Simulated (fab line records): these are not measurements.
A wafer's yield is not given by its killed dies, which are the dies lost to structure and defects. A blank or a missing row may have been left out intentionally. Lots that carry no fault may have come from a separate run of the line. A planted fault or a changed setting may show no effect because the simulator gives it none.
Matching of chambers | flow nandHarc | NHARC_A_CHANNEL_FILL_D1_ALD_14 on aldHk-04: 4 sister chambers
The step deposits SiO2, target thk 2.5 nm, pulse time 10 s, ald cycles 25. 20 wafers are shown with their chamber, then 10 later ones without.

## EACH WAFER AND ITS CHAMBER
wafer  | chamber | heaterPowerW (W) | precursorPulseHeightRel
L075.2 | 3       | 438              | 1.002
L075.4 | 1       | 434              | 1.006
L075.5 | 1       | 438              | 0.976
L079.1 | 0       | 458              | 0.988
L079.4 | 3       | 435              | 1.009
L079.5 | 3       | 443              | 1.009
L079.2 | 2       | 445              | 1.012
L079.3 | 1       | 438              | 0.994
L079.6 | 0       | 467              | 0.983
L085.1 | 2       | 460              | 0.985
L085.2 | 0       | 463              | 0.970
L085.3 | 1       | 436              | 1.006
L089.1 | 0       | 472              | 1.014
L089.2 | 1       | 442              | 0.994
L089.4 | 2       | 460              | 1.018
L089.3 | 3       | 438              | 1.000
L089.5 | 2       | 474              | 0.974
L089.6 | 1       | 444              | 1.017
L091.3 | 1       | 438              | 1.003
L091.4 | 3       | 427              | 0.994

SIGNATURES (averages over the wafers above)
reading                 | chamber 0 | chamber 1 | chamber 2 | chamber 3 | scatter within a chamber
heaterPowerW            | 465.00    | 438.57    | 459.75    | 436.20    | 6.78
precursorPulseHeightRel | 0.98875   | 0.99943   | 0.99725   | 1.00280   | 0.0149
Rule: for a wafer and a chamber, the distance is found by dividing, reading by reading, the gap between the wafer's reading and the chamber's mean by the reading's scatter, squaring, summing and taking the root. The wafer belongs to the nearest chamber; if the next one is less than 2 further off, it can't be placed. How the scatter is found: for the shown wafers, subtract from each reading the mean of its chamber, square and add these, divide the total by (wafers less chambers), then take the root.

## WAFERS MISSING THEIR CHAMBER
wafer  | heaterPowerW (W) | precursorPulseHeightRel
L091.5 | 429              | 1.021
L090.1 | 469              | 1.022
L090.4 | 433              | 1.001
L090.5 | 472              | 0.990
L095.2 | 451              | 0.995
L095.4 | 470              | 1.028
L095.6 | 468              | 0.998
L095.1 | 461              | 0.996
L095.3 | 438              | 0.961
L095.5 | 441              | 0.977

## WHICH CHAMBER EACH ONE RAN IN
wafer  | from the rows above               | in truth
L091.5 | can't be placed: 3 or 1           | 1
L090.1 | can't be placed: 2 or 0           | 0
L090.4 | can't be placed: 3 or 1           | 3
L090.5 | can't be placed: 0 or 2           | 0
L095.2 | can't be placed: 2 or 1 or 0 or 3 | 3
L095.4 | can't be placed: 2 or 0           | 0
L095.6 | can't be placed: 0 or 2           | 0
L095.1 | can't be placed: 2 or 0           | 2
L095.3 | can't be placed: 1 or 3 or 2 or 0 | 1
L095.5 | can't be placed: 1 or 3 or 2      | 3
Correct placement for 0 of the 10. Unplaceable from these rows: 10, with the true chamber sitting among the candidates in 10. Number placed wrongly: 0.
